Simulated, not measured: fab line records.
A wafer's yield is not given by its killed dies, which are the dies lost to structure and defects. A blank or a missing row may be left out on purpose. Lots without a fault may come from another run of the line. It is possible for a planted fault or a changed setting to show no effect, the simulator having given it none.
Split-lot study    flow n5Finfet    route with 1938 steps; 7 lots, 21 wafers read

== ABOUT THE SPLIT ==
At N5_BEOL_M2_VIA_ETCH_34 (etches the open film in C4F6/O2, target depth 69.4 nm, time 65.9 s), the setting timeS was moved away from the recipe's 65.9 s on 4 of the 21 wafers read, by -6.4% to +15.4%. For the rest of the wafers, this setting stayed at what the recipe calls for.

The split's own step is where the reading is taken.

== THE READING ==
SOC_of_BEOL_M2_COAT_67.thkNm (the simulator's own value, which no gauge read), in nm, at N5_BEOL_M2_VIA_ETCH_34 (etches the open film in C4F6/O2, target depth 69.4 nm, time 65.9 s). The file gives no usual value for it. The 17 wafers here that ran the recipe average 51.8 nm, standard deviation 0.21 nm.

wafer   tool, chamber at the split  timeS as run, s  against the recipe  SOC_of_BEOL_M2_COAT_67.thkNm, nm  against lot-mates on the recipe
L075.1  rieDiel-04, 0               65.9             recipe              51.8                              -
L075.4  rieDiel-04, 2               76.04            +15.4%              50.8                              -1.0
L075.5  rieDiel-04, 3               76.04            +15.4%              50.6                              -1.2
L076.1  rieDiel-04, 1               65.9             recipe              52                                -
L076.4  rieDiel-04, 2               65.9             recipe              51.8                              -
L076.5  rieDiel-04, 3               65.9             recipe              52                                -
L084.1  rieDiel-02, 0               65.9             recipe              51.8                              -
L084.4  rieDiel-02, 3               65.9             recipe              51.8                              -
L084.5  rieDiel-02, 2               65.9             recipe              52                                -
L091.3  rieDiel-04, 2               65.9             recipe              51.6                              -
L091.4  rieDiel-04, 3               65.9             recipe              51.6                              -
L091.5  rieDiel-04, 3               65.9             recipe              51.8                              -
L095.1  rieDiel-02, 2               65.9             recipe              51.6                              -
L095.2  rieDiel-02, 3               61.65            -6.4%               52.2                              +0.7
L095.5  rieDiel-02, 0               65.9             recipe              51.4                              -
L094.1  rieDiel-06, 1               65.9             recipe              52.2                              -
L094.4  rieDiel-06, 0               65.9             recipe              52.2                              -
L094.6  rieDiel-06, 3               75.49            +14.6%              51                                -1.2
L097.1  rieDiel-02, 3               65.9             recipe              51.8                              -
L097.2  rieDiel-02, 0               65.9             recipe              51.8                              -
L097.3  rieDiel-02, 2               65.9             recipe              51.6                              -

THE FIT
A straight line over all 21 wafers: SOC_of_BEOL_M2_COAT_67.thkNm changes by -0.0666 nm for each +1% of timeS; r = -0.88; the points scatter about the line by 0.21 nm.
The same after taking each lot's own level away (the mean of its wafers on the recipe; 21 wafers): -0.0776 nm for each +1%; r = -0.98; scatter 0.1 nm.
The reading moves by 1.2 nm for the largest change in timeS, on that fit.
Measured against the standard deviation above, the lots' own levels, which go from 51.50 to 52.20 nm, span 3.3 times it.
Thus the slope moves with the lot-to-lot level: the two fits are different.
Check: with one of the wafers moved furthest among these (+15.4%) left out of the fit, the line predicts -1.27 nm for it against its lot-mates. It came out at -1 nm against them.

== THESE WAFERS: OTHER SPLITS ==
Other splits were also applied to these wafers ahead of the reading. Each is held against what the fit with the lots' levels taken away leaves over:
other split on the same wafers         wafers away from the commonest value  r with SOC_of_BEOL_M2_COAT_67.thkNm (lot level and that fit taken away)
N5_MOL_CONTACT_COAG_COAT_103 spinRpm   14                                    +0.29
N5_MOL_CONTACT_COAG_ALD_131 aldCycles  5                                     -0.13
N5_BEOL_M0_ETCH_138 biasW              12                                    -0.44
N5_BEOL_M0_ETCH_128 sourceW            3                                     -0.16
N5_BEOL_M1_COAT_61 spinRpm             4                                     +0.21
N5_BEOL_M1_COAT_73 tempC               7                                     -0.10
N5_BEOL_M1_TRENCH_ETCH_37 sourceW      7                                     +0.12

== THE WHOLE CHAIN: every reading that the file lists as answering this split, in the file's order ==
step                    what it does                                                        reading                                                                        change (the file's fit)                 r (the file's)
N5_BEOL_M2_VIA_ETCH_34  etches the open film in C4F6/O2, target depth 69.4 nm, time 65.9 s  etch.depthNm (the simulator's own value, which no gauge read)                  +0.786 nm for each +1% of the setting   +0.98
N5_BEOL_M2_VIA_ETCH_34  etches the open film in C4F6/O2, target depth 69.4 nm, time 65.9 s  SOC_of_BEOL_M2_COAT_67.thkNm (the simulator's own value, which no gauge read)  -0.0794 nm for each +1% of the setting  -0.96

== THE FILE'S OWN FIT ==
SOC_of_BEOL_M2_COAT_67.thkNm changes by -0.0794 nm for each +1% of timeS, r = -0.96.
